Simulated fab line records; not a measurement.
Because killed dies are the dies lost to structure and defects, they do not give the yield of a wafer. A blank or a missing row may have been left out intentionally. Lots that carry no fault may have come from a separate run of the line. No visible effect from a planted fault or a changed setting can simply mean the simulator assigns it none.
Struck lot and sound lot, side by side | flow nand_harc | 40 steps out of a route of 1159
Sound: these wafers, L456.2, L456.3, L456.4. Wafers struck: L465.3, L465.4, L465.5. Last of all comes the cause.
Order at every step that has rows: each side's tool, ch and its chambers, its first start. Under that, the readings that differ: sound wafers | struck wafers | difference of the means | sigmas: that difference in standard deviations of wafers without a fault.
alike: same words and numbers on both sides, and readings whose means sit less than 2 such deviations apart. not compared: any withheld reading, any reading some wafer has no value for, any bound like >300 that may hide the same value, and any number with overlapping values for which the record gives no deviation.
Wherever a step has rows on one side only, a row that says differs or no value, or a row with sigmas, the two part there. Numbers that don't overlap but have no deviation are shown without sigmas and don't part them. A reading that every wafer of one side lacks parts them only if that side has two wafers or more.

NHARC_A_M0_OVL_MEAS_10: pitch 160 nm.
  sound on overlay-01 at day 17 05:12; struck on overlay-02 at day 20 02:58
  alike: overlay_x_nm, overlay_y_nm
NHARC_A_M0_INSPECT_11:
  sound on defect_inspect-01 at day 17 05:14; struck on defect_inspect-02 at day 20 02:59
  alike: raw_defect_count
then, 1 step without rows for these wafers: NHARC_A_M0_DESCUM_14 (chemistry O2, time 3 s).
NHARC_A_M0_ETCH_34: etches the open film in N2/H2, target depth 40 nm, overetch 12 nm, time 43.94 s.
  sound on rie_diel-10 ch 0,1,2, day 17 05:23; struck on rie_diel-03 ch 0,2,3, day 20 03:09
  alike: drypump_motor_current_A, oes_product_au, rf_vpp_V, showerhead_plenum_p_Torr, throttle_valve_pct
  not compared: rf_hours_counter_h
then, 1 step without rows for these wafers: NHARC_A_M0_ETCH_15 (etches the open film in C4F8/Ar, target depth 150 nm, overetch 15 nm, time 82.5 s).
NHARC_A_M0_CD_MEAS_16:
  sound on cd_sem-02 at day 17 05:36; struck on cd_sem-01 at day 20 03:22
  alike: cd_nm
then, 6 steps without rows for these wafers: NHARC_A_M0_STRIP_18 (strips in N2/H2); NHARC_A_M0_STRIP_19 (strips in post etch residue remover, time 600 s); NHARC_A_M0_DEGAS_28 (time 60 s); NHARC_A_M0_PRE_CLEAN_29 (time 30 s); NHARC_A_M0_PVD_20 (deposits TaN, target thk 5 nm, time 8.06 s); NHARC_A_M0_PVD_21 (deposits Cu, target thk 30 nm, time 20.49 s).
NHARC_A_M0_ECD_22: material Cu, target thk 400 nm.
  sound on ecd_cu-01 ch 0,1, day 17 06:38; struck on ecd_cu-01 ch 0,1, day 20 04:26
  alike: bath_heat_duty_pct
then, 2 steps without rows for these wafers: NHARC_A_M0_ANNEAL_30 (time 90 s); NHARC_A_M0_CMP_23 (polishes, t overpolish 20 s, target thk 113.75 nm).
NHARC_A_M0_THK_MEAS_24: measures by xrf.
  sound on film_metro-02 at day 17 07:37; struck on film_metro-02 at day 20 05:23
  alike: thk_nm
then, 13 steps without rows for these wafers: NHARC_A_M0_SRD_25; NHARC_A_M0_PRE_CLEAN_31 (time 12 s); NHARC_A_M0_DEP_32 (deposits SiCN, target thk 30 nm); NHARC_A_M1_DEP_00 (deposits SiOC, target thk 182.5 nm); NHARC_A_M1_DEHYDRATE_01 (time 120 s); NHARC_A_M1_HMDS_02 (time 30 s); NHARC_A_M1_COAT_34 (time 65 s); NHARC_A_M1_COAT_03 (resist thk 90 nm); NHARC_A_M1_SOFTBAKE_04 (time 55 s); NHARC_A_M1_EBR_05; NHARC_A_M1_EXPOSE_06 (exposes mask A M1, target cd 120 nm); NHARC_A_M1_PEB_07 (peb time 65 s); NHARC_A_M1_DEVELOP_08 (develop time 35 s).
NHARC_A_M1_CD_MEAS_09: the cd target is 120 nm.
  sound on cd_sem-01 ch 0, day 17 09:02; struck on cd_sem-01 ch 0, day 20 06:56
  reading    | sound             | struck            | difference | sigmas
  cd_nm (nm) | 119.7 119.3 120.2 | 121.9 121.3 121.6 | +1.9       | +2
NHARC_A_M1_OVL_MEAS_10: pitch 240 nm.
  sound on overlay-02 at day 17 09:08; struck on overlay-01 at day 20 07:01
  alike: overlay_x_nm, overlay_y_nm
then, 1 step without rows for these wafers: NHARC_A_M1_DESCUM_14 (chemistry O2, time 3 s).
NHARC_A_M1_ETCH_35: etches the open film in N2/H2, target depth 40 nm, overetch 12 nm, time 43.94 s.
  sound on rie_diel-02 ch 0,2,3, day 17 09:19; struck on rie_diel-06 ch 0,2, day 20 07:12
  alike: drypump_motor_current_A, oes_product_au, rf_vpp_V, showerhead_plenum_p_Torr, throttle_valve_pct
  not compared: rf_hours_counter_h
NHARC_A_M1_ETCH_15: etches the open film in C4F8/Ar, target depth 182.5 nm, time 91.2 s.
  sound on rie_diel-02 ch 1,2,3; struck on rie_diel-06 ch 0,1
  alike: oes_product_au, rf_vpp_V
  not compared: rf_hours_counter_h
NHARC_A_M1_CD_MEAS_16:
  sound on cd_sem-03 at day 17 09:32; struck on cd_sem-03 at day 20 07:28
  alike: cd_nm
NHARC_A_M1_STRIP_18: strips in N2/H2.
  sound on rie_diel-06 ch 0,1,3, day 17 09:38; struck on rie_diel-08 ch 0,1,2, day 20 07:33
  alike: drypump_motor_current_A, oes_product_au, power_w, rf_vpp_V, showerhead_plenum_p_Torr, throttle_valve_pct
  not compared: rf_hours_counter_h
then, 2 steps without rows for these wafers: NHARC_A_M1_ETCH_28 (etches the open film in CF4/N2, target depth 30 nm, time 72.99 s); NHARC_A_M1_STRIP_19 (strips in post etch residue remover, time 600 s).
NHARC_A_M1_DEGAS_29: time 60 s.
  sound on pvd_sputter-03 at day 17 10:14; struck on pvd_sputter-02 at day 20 08:10
  alike: heater_power_w
NHARC_END_SORT_01:
  sound on prober-02 ch 0, day 18 21:26; struck on prober-01 ch 0, day 22 02:55
  reading                  | sound          | struck         | difference | sigmas
  defect_limited_yield (%) | 95.6 95.1 96.5 | 23.2 23.9 19.8 | -73.4      | -49
  killed_at_array          | 24 24 21       | 516 512 541    | +500       | +50
  killed_dies              | 30 33 24       | 520 515 543    | +497       | +50
  sort_bin_2_pct (%)       | 1.2 1.3 0.7    | 31.2 33.7 32.1 | +31.3      | +51
  sort_bin_3_pct (%)       | 0.59 0.30 0    | 8.57 7.83 8.86 | +8.12      | +41
  sort_bin_4_pct (%)       | 2.7 3.2 2.8    | 37.1 34.6 39.3 | +34.1      | +34
  sort_n_pass              | 647 644 653    | 157 162 134    | -497       | -50
  sort_rim_yield_pct (%)   | 99.1 98.1 97.2 | 31.1 25.5 19.8 | -72.7      | -38
  sort_yield_pct (%)       | 95.6 95.1 96.5 | 23.2 23.9 19.8 | -73.4      | -49
  alike: killed_at_other, killed_at_periphery, killed_open, killed_short

## WHERE THEY PART
First at NHARC_A_M1_CD_MEAS_09; last, within this record, at NHARC_END_SORT_01.

WHY: the cause the simulator had injected
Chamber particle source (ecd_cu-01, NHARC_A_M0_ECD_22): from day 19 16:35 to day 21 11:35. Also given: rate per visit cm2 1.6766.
